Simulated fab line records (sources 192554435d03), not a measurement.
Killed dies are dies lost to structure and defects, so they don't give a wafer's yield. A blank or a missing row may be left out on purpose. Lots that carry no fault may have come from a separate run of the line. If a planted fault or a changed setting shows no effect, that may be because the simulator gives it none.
Matching of chambers :: flow n5Finfet :: N5_BEOL_M0_PRE_CLEAN_131 on cvdCo-01 has 3 sister chambers
The step time 15 s. 6 wafers are shown with their chamber, then 11 later ones without.

## EACH WAFER AND ITS CHAMBER
wafer: L262.5
chamber: 1
heaterPowerW (W): 73

wafer: L263.2
chamber: 1
heaterPowerW (W): 73

wafer: L263.6
chamber: 0
heaterPowerW (W): 76

wafer: L264.4
chamber: 2
heaterPowerW (W): 98

wafer: L264.5
chamber: 0
heaterPowerW (W): 77

wafer: L266.3
chamber: 2
heaterPowerW (W): 97

## WAFERS MISSING THEIR CHAMBER
wafer: L266.4
heaterPowerW (W): 99

wafer: L266.5
heaterPowerW (W): 78

wafer: L270.2
heaterPowerW (W): 73

wafer: L270.3
heaterPowerW (W): 97

wafer: L270.4
heaterPowerW (W): 79

wafer: L272.1
heaterPowerW (W): 77

wafer: L272.2
heaterPowerW (W): 71

wafer: L272.3
heaterPowerW (W): 96

wafer: L275.2
heaterPowerW (W): 80

wafer: L275.3
heaterPowerW (W): 95

wafer: L275.6
heaterPowerW (W): 78

## WHICH CHAMBER EACH ONE RAN IN
wafer: L266.4
from the rows above: 2
in truth: 2

wafer: L266.5
from the rows above: 0
in truth: 0

wafer: L270.2
from the rows above: 1
in truth: 1

wafer: L270.3
from the rows above: 2
in truth: 2

wafer: L270.4
from the rows above: 0
in truth: 0

wafer: L272.1
from the rows above: 0
in truth: 0

wafer: L272.2
from the rows above: 1
in truth: 1

wafer: L272.3
from the rows above: 2
in truth: 2

wafer: L275.2
from the rows above: 0
in truth: 0

wafer: L275.3
from the rows above: 2
in truth: 2

wafer: L275.6
from the rows above: 0
in truth: 0
Placed correctly: 11 of 11. From these rows, 0 cannot be placed. Wrongly placed: 0.
How it was worked out, from the rows above alone: a wafer's distance from a chamber is the root of the sum, over the readings, of the square of ((its reading less the chamber's mean) divided by the reading's scatter). The wafer belongs to the nearest chamber; if the next one is less than 2 further off, it can't be placed. For every chamber, the mean is computed from those of its wafers that are shown. The scatter is the square root of a quotient: the sum, over the shown wafers, of each reading's squared deviation from its chamber's mean, divided by wafers minus chambers.
